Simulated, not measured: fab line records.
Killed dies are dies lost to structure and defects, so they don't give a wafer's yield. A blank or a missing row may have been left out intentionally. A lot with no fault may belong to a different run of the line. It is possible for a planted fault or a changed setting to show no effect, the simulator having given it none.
Chamber matching / flow n5Finfet / N5_HKMG_FIN_ETCH_32 on rieDiel-01 has 4 sister chambers
The step etches SOC in N2/H2, target depth 240 nm, time 300 s. 4 wafers are shown with their chamber, then 7 later ones without.

WAFERS, EACH WITH ITS CHAMBER
wafer=L664.5; chamber=2; drypumpMotorCurrentA (A)=5.3
wafer=L670.4; chamber=3; drypumpMotorCurrentA (A)=5.5
wafer=L673.3; chamber=1; drypumpMotorCurrentA (A)=6.4
wafer=L673.4; chamber=0; drypumpMotorCurrentA (A)=6.7

WAFERS WHOSE CHAMBER IS MISSING
wafer=L673.6; drypumpMotorCurrentA (A)=5.4
wafer=L677.1; drypumpMotorCurrentA (A)=5.3
wafer=L677.3; drypumpMotorCurrentA (A)=5.5
wafer=L677.4; drypumpMotorCurrentA (A)=5.3
wafer=L681.1; drypumpMotorCurrentA (A)=5.4
wafer=L681.3; drypumpMotorCurrentA (A)=6.4
wafer=L681.4; drypumpMotorCurrentA (A)=5.3

THE CHAMBER EACH PASSED THROUGH
wafer=L673.6; from the rows above=can't be placed: 3 or 2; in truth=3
wafer=L677.1; from the rows above=2; in truth=2
wafer=L677.3; from the rows above=3; in truth=3
wafer=L677.4; from the rows above=2; in truth=2
wafer=L681.1; from the rows above=can't be placed: 3 or 2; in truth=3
wafer=L681.3; from the rows above=1; in truth=1
wafer=L681.4; from the rows above=2; in truth=2
Placed correctly: 5 of 7. Not placeable from these rows: 2 (in 2, the candidates include the true chamber). Placed wrongly: 0.
How it was worked out, from the rows above alone: a wafer's distance from a chamber is the root of the sum, over the readings, of the square of ((its reading less the chamber's mean) divided by the reading's scatter). If the next closest chamber is less than 2 further off than the closest, the wafer can't be placed; otherwise it belongs to the closest. The mean given for a chamber averages the wafers shown for that chamber. The scatter: root of mean squared gap, hidden wafer to nearest shown wafer, with one shown wafer a chamber.
